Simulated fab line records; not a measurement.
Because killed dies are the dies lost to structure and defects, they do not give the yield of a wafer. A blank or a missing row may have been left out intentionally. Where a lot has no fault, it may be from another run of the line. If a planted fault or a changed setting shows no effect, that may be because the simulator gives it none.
The tool behind it: which one? ; flow n5 finfet ; 9 lots, 27 wafers sampled, at 2 steps of a route of 1938

## WHAT EACH GAUGE READ, for each wafer
N5_BEOL_M7_OVL_MEAS_29.
lot;measured;on;V6_OVL (nm)
L789;day 11 17:01;overlay-01;-0.1 -1.1 -1.4
L792;day 12 05:50;overlay-01;-0.1 -0.7 -1.2
L794;day 14 17:50;overlay-02;0.4 -0.4 0.8
L801;day 14 21:19;overlay-01;-0.7 -0.1 -0.4
L803;day 16 06:49;overlay-01;-0.3 -1.0 -1.0
L809;day 16 18:16;overlay-02;-0.8 -0.8 -0.3
L806;day 17 06:55;overlay-02;-0.4 -0.2 0.3
L810;day 17 14:26;overlay-02;0.9 -0.1 -0.2
L811;day 17 16:41;overlay-02;-0.2 0.2 0.7

## WHAT TOOL EACH LOT RAN ON (gives the tool, then ch and the chambers of the sampled wafers, and finally the start)
lot;N5_BEOL_M7_HM_OPEN_17
L789;rie metal-02 ch 0,1, day 11 15:41
L792;rie metal-01 ch 0,1, day 12 03:17
L794;rie metal-02 ch 0,1, day 14 14:45
L801;rie metal-01 ch 0,1, day 14 20:03
L803;rie metal-01 ch 0,1, day 16 03:54
L809;rie metal-02 ch 0,1, day 16 15:38
L806;rie metal-01 ch 0,1, day 17 06:00
L810;rie metal-03 ch 0,1, day 17 12:40
L811;rie metal-02 ch 1, day 17 16:07
- N5_BEOL_M7_HM_OPEN_17: chemistry Cl2/BCl3, target TiN, target depth 20 nm, overetch 6 nm.

## THE ANSWER, worked out from the rows above alone
Rule: usual is defined by the lots themselves. The widest of any qualifying gaps counts: lots, ordered by their means at a reading, are off when they make up no more than a third of the lots, leave a main group of 4 or more, and stand apart from it by 3 or more times the standard deviation of that group's means. Not used: any main group whose means are identical at the precision the tables above print for the reading. Also off: a lot with no number at a reading for which 4 or more lots have one. All remaining lots with rows at the step are treated as sound.
Across all readings shown, no lot is off: no conclusion can be drawn from this.

## WHAT THE SIMULATOR HAD INSERTED
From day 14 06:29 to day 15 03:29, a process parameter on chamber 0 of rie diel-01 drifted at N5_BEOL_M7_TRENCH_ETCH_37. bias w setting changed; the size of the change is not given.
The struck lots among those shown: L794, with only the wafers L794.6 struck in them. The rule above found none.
